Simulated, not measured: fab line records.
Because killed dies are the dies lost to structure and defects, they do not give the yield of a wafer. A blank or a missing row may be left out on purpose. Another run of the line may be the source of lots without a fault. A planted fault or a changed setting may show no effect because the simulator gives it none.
One fault through the eyes of 2 desks + flow n5-finfet + numbers are kept per desk, each desk with only its own; the story behind them comes last

## TOOL OWNER'S DESK, rie-diel-01
The tool's own readings at N5_MOL_CONTACT_COAG_VIA_ETCH_46 (etches SiO2 in C4F6/O2, target depth 46 nm, overetch 9.2 nm, time 40 s): means of the sampled wafers that have a number, for each lot that ran on this tool. If a lot's mean is further than 4 standard deviations from the usual mean, the lot is out of limits and carries the mark OUT (the distance appears in the brackets).
Columns: A = C4F6_flow_sccm at N5_MOL_CONTACT_COAG_VIA_ETCH_46, usual 10.00 sccm; B = O2_flow_sccm at N5_MOL_CONTACT_COAG_VIA_ETCH_46, usual 10.00 sccm; C = drypump-motor-current-A at N5_MOL_CONTACT_COAG_VIA_ETCH_46, usual 5.59 A; D = oes-product-au at N5_MOL_CONTACT_COAG_VIA_ETCH_46, usual 0.70 a.u.; E = rf-vpp-V at N5_MOL_CONTACT_COAG_VIA_ETCH_46, usual 1583 V; F = showerhead-plenum-p-Torr at N5_MOL_CONTACT_COAG_VIA_ETCH_46, usual 2.88 Torr; G = throttle-valve-pct at N5_MOL_CONTACT_COAG_VIA_ETCH_46, usual 41.0 %
| lot  | first seen here | A     | B     | C    | D    | E    | F    | G    |
|------|-----------------|-------|-------|------|------|------|------|------|
| L135 | day 5 19:28     | 10.00 | 10.02 | 5.54 | 0.72 | 1599 | 2.89 | 41.1 |
| L150 | day 9 14:11     | 9.99  | 10.04 | 5.61 | 0.63 | 1606 | 2.92 | 41.4 |
| L134 | day 10 03:35    | 9.96  | 10.03 | 5.57 | 0.70 | 1591 | 2.95 | 40.6 |
| L152 | day 10 08:34    | 10.03 | 10.02 | 5.58 | 0.73 | 1589 | 2.90 | 40.7 |
| L153 | day 10 15:21    | 9.98  | 9.99  | 5.56 | 0.68 | 1597 | 2.87 | 41.2 |
This desk's verdict: no lot among the 5 shows anything out of limits.

## FROM THE METROLOGY DESK
Lot by lot, what the gauges showed, no matter which tool ran the lot: averages of those sampled wafers that carry a number. If a lot's mean is further than 4 standard deviations from the usual mean, the lot is out of limits and carries the mark OUT (the distance appears in the brackets). Of its 12 readings 7 are shown: those that lie furthest out on some lot.
Columns: A = cd-nm at N5_MOL_CONTACT_COAG_CD_MEAS_84, usual 25.12 nm; B = cd-nm at N5_MOL_CONTACT_COAG_CD_MEAS_137, usual 15.9 nm; C = DIBL_N at N5_BEOL_M4_RC_MEAS_101, usual 36.1 mV/V; D = DIBL_P at N5_BEOL_M4_RC_MEAS_101, usual 35.7 mV/V; E = ION_P at N5_BEOL_M4_RC_MEAS_101, usual 462 uA/um; F = SS_P at N5_BEOL_M4_RC_MEAS_101, usual 73.2 mV/dec; G = VT_P at N5_BEOL_M4_RC_MEAS_101, usual -250 mV
| lot  | first seen here | A     | B    | C    | D    | E   | F    | G    |
|------|-----------------|-------|------|------|------|-----|------|------|
| L135 | day 5 18:41     | 24.99 | 16.0 | 35.3 | 32.8 | 476 | 72.7 | -246 |
| L142 | day 7 15:35     | 24.80 | -    | -    | -    | -   | -    | -    |
| L143 | day 7 22:38     | 24.96 | -    | -    | -    | -   | -    | -    |
| L150 | day 9 13:20     | 25.03 | 15.8 | 37.8 | 37.5 | 464 | 73.6 | -249 |
| L134 | day 10 02:49    | 25.32 | 16.1 | 35.2 | 35.9 | 473 | 73.7 | -246 |
| L152 | day 10 07:58    | 25.52 | 16.4 | 35.7 | 36.4 | 462 | 73.6 | -251 |
| L153 | day 10 14:34    | 25.21 | 16.0 | 36.2 | 35.9 | 460 | 72.5 | -251 |
| L155 | day 10 20:26    | 25.08 | 15.8 | 37.4 | 35.8 | 472 | 73.9 | -248 |
This desk's verdict: no lot among the 8 shows anything out of limits.

## TAKEN TOGETHER
The desk of the tool owner found nothing out of limits.
From the metrology desk's view, nothing was out of limits.

## WHAT WAS PUT IN BY THE SIMULATOR
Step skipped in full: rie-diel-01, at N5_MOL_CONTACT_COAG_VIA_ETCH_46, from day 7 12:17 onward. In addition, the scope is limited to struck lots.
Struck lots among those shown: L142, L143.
